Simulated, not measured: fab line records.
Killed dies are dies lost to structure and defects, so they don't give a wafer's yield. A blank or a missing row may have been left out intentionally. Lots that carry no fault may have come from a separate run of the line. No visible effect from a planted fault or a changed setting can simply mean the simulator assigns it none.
Which of the tools did it? | flow n5_finfet | Sampling: 9 lots, 26 wafers, 5 of 1938 route steps

== WHAT THE GAUGES READ, wafer by wafer ==
N5_BEOL_M4_RC_MEAS_101.
lot  | measured     | on        | CJ_N
L840 | day 8 04:01  | prober-02 | 4.35 4.29 4.28
L845 | day 9 10:22  | prober-02 | 4.29 4.37 4.25
L853 | day 11 04:14 | prober-02 | 3.37 3.53 3.44
L854 | day 11 06:28 | prober-01 | 3.50 3.48 3.51
L855 | day 11 21:38 | prober-02 | 3.43 3.48 3.52
L858 | day 12 07:54 | prober-02 | 4.39 4.32 4.32
L860 | day 13 01:29 | prober-01 | 4.26 4.24 4.34
L862 | day 13 15:20 | prober-01 | 4.29 4.30 4.33
L863 | day 14 09:00 | prober-02 | 4.29 4.30

== WHAT TOOL EACH LOT RAN ON (gives the tool, then ch and the chambers of the sampled wafers, and finally the start) ==
lot  | N5_ZERO_LAYER_PECVD_02         | N5_ZERO_LAYER_STRIP_24              | N5_PMOS_HMC_CHANNEL_EPI_STRIP_33  | N5_PMOS_HMC_CHANNEL_EPI_EPI_26
L840 | pecvd-04 ch 1,2, day 1 12:17   | plasma_asher-02 ch 0,1, day 1 13:02 | rie_diel-06 ch 0,1,2, day 1 17:14 | epi_rpcvd-04 ch 0, day 1 19:31
L845 | pecvd-01 ch 0,1, day 2 18:28   | plasma_asher-01 ch 0,1, day 2 19:13 | rie_diel-06 ch 1,3, day 3 00:13   | epi_rpcvd-04 ch 0, day 3 03:13
L853 | pecvd-04 ch 0,1,2, day 4 18:18 | plasma_asher-02 ch 0,1, day 4 19:30 | rie_diel-05 ch 0,1,2, day 4 23:57 | epi_rpcvd-04 ch 0, day 5 02:12
L854 | pecvd-04 ch 0,1,2, day 5 00:17 | plasma_asher-01 ch 0,1, day 5 00:53 | rie_diel-01 ch 1,2, day 5 05:48   | epi_rpcvd-01 ch 0, day 5 08:06
L855 | pecvd-04 ch 0,1,2, day 5 06:17 | plasma_asher-02 ch 0,1, day 5 06:53 | rie_diel-05 ch 0,1,2, day 5 11:23 | epi_rpcvd-02 ch 0, day 5 14:01
L858 | pecvd-04 ch 0,1,2, day 6 00:19 | plasma_asher-02 ch 0,1, day 6 00:55 | rie_diel-06 ch 1,2, day 6 05:23   | epi_rpcvd-04 ch 0, day 6 07:52
L860 | pecvd-01 ch 1,2, day 6 12:17   | plasma_asher-01 ch 0,1, day 6 12:55 | rie_diel-01 ch 1,2, day 6 17:48   | epi_rpcvd-04 ch 0, day 6 20:08
L862 | pecvd-03 ch 0,1,2, day 7 00:17 | plasma_asher-01 ch 0,1, day 7 00:53 | rie_diel-05 ch 0,1,3, day 7 06:16 | epi_rpcvd-04 ch 0, day 7 08:31
L863 | pecvd-01 ch 1,2, day 7 06:17   | plasma_asher-02 ch 0,1, day 7 07:01 | rie_diel-05 ch 1,3, day 7 11:29   | epi_rpcvd-04 ch 0, day 7 13:44
- N5_ZERO_LAYER_PECVD_02: deposits SiO2 from SiH4/N2O, target thk 10 nm, time 6 s.
- N5_ZERO_LAYER_STRIP_24: strips in O2.
- N5_PMOS_HMC_CHANNEL_EPI_STRIP_33: strips in N2/H2.
- N5_PMOS_HMC_CHANNEL_EPI_EPI_26: deposits Si from SiH4/H2, target thk 3.8 nm, time 22.7 s.

== THE ANSWER, worked out from the rows above alone ==
Rule: what is usual is taken from the lots themselves. Put in order of their means at a reading, lots are off if they are a third of the lots or fewer, leave a main group of 4 or more, and stand apart from it by a gap of 3 or more times the standard deviation of the main group's means; of several such gaps the widest counts. Not used: any main group whose means are identical at the precision the tables above print for the reading. A lot without any number at a reading at which 4 lots or more have one is off too. Any other lot the step has rows for is counted as sound.
Off: L853, L854, L855, at N5_BEOL_M4_RC_MEAS_101 (CJ_N). The main group: mean 4.31, standard deviation 0.019.
If a tool, at a process step before that reading, ran all the lots that are off and no sound lot after the first of them, it fits. Gauges at N5_BEOL_M4_RC_MEAS_101: tried the same way as those tools. None of those tried fits.

== WHAT THE SIMULATOR HAD PUT IN ==
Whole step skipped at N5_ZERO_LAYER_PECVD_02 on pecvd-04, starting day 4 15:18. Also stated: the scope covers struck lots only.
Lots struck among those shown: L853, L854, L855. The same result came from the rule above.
